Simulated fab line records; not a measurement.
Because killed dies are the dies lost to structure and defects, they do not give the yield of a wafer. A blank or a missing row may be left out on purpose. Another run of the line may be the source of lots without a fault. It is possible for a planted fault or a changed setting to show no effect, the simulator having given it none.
Matching of chambers :: flow n5-finfet :: N5_STI_FIN_REVEAL_ETCHBACK_08 on rie-diel-06: 4 sister chambers
The step etches SiO2 in C4F6/O2, target depth 30.5 nm, time 10.167 s. 7 wafers are shown with their chamber, then 7 later ones without.

WAFERS PAIRED WITH THEIR CHAMBERS
wafer: L080.1
chamber: 1
rf-vpp-V (V): 667
showerhead-plenum-p-Torr (Torr): 2.75

wafer: L080.6
chamber: 1
rf-vpp-V (V): 666
showerhead-plenum-p-Torr (Torr): 2.75

wafer: L084.1
chamber: 3
rf-vpp-V (V): 680
showerhead-plenum-p-Torr (Torr): 3.00

wafer: L084.2
chamber: 0
rf-vpp-V (V): 675
showerhead-plenum-p-Torr (Torr): 3.02

wafer: L084.4
chamber: 2
rf-vpp-V (V): 672
showerhead-plenum-p-Torr (Torr): 3.03

wafer: L090.3
chamber: 3
rf-vpp-V (V): 679
showerhead-plenum-p-Torr (Torr): 2.99

wafer: L090.5
chamber: 0
rf-vpp-V (V): 673
showerhead-plenum-p-Torr (Torr): 3.02

WAFERS MISSING THEIR CHAMBER
wafer: L090.6
rf-vpp-V (V): 665
showerhead-plenum-p-Torr (Torr): 2.74

wafer: L094.1
rf-vpp-V (V): 669
showerhead-plenum-p-Torr (Torr): 3.02

wafer: L094.2
rf-vpp-V (V): 666
showerhead-plenum-p-Torr (Torr): 2.74

wafer: L094.6
rf-vpp-V (V): 672
showerhead-plenum-p-Torr (Torr): 3.02

wafer: L097.1
rf-vpp-V (V): 670
showerhead-plenum-p-Torr (Torr): 3.02

wafer: L097.3
rf-vpp-V (V): 664
showerhead-plenum-p-Torr (Torr): 2.73

wafer: L097.5
rf-vpp-V (V): 680
showerhead-plenum-p-Torr (Torr): 2.99

EACH ONE'S CHAMBER
wafer: L090.6
from the rows above: 1
in truth: 1

wafer: L094.1
from the rows above: can't be placed: 2 or 0
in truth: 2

wafer: L094.2
from the rows above: 1
in truth: 1

wafer: L094.6
from the rows above: can't be placed: 0 or 2
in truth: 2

wafer: L097.1
from the rows above: can't be placed: 2 or 0
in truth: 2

wafer: L097.3
from the rows above: 1
in truth: 1

wafer: L097.5
from the rows above: 3
in truth: 3
Correctly placed: 4 of 7. From these rows, 3 cannot be placed; in 3 the true chamber is one of the candidates. Number placed wrongly: 0.
How it was worked out, from the rows above alone: a wafer's distance from a chamber is the root of the sum, over the readings, of the square of ((its reading less the chamber's mean) divided by the reading's scatter). The wafer belongs to the nearest chamber; if the next one is less than 2 further off, it can't be placed. A chamber's mean is the mean of its shown wafers. The scatter: the root of (the sum of the squares of (reading less its chamber's mean) over the shown wafers, divided by (wafers less chambers)).
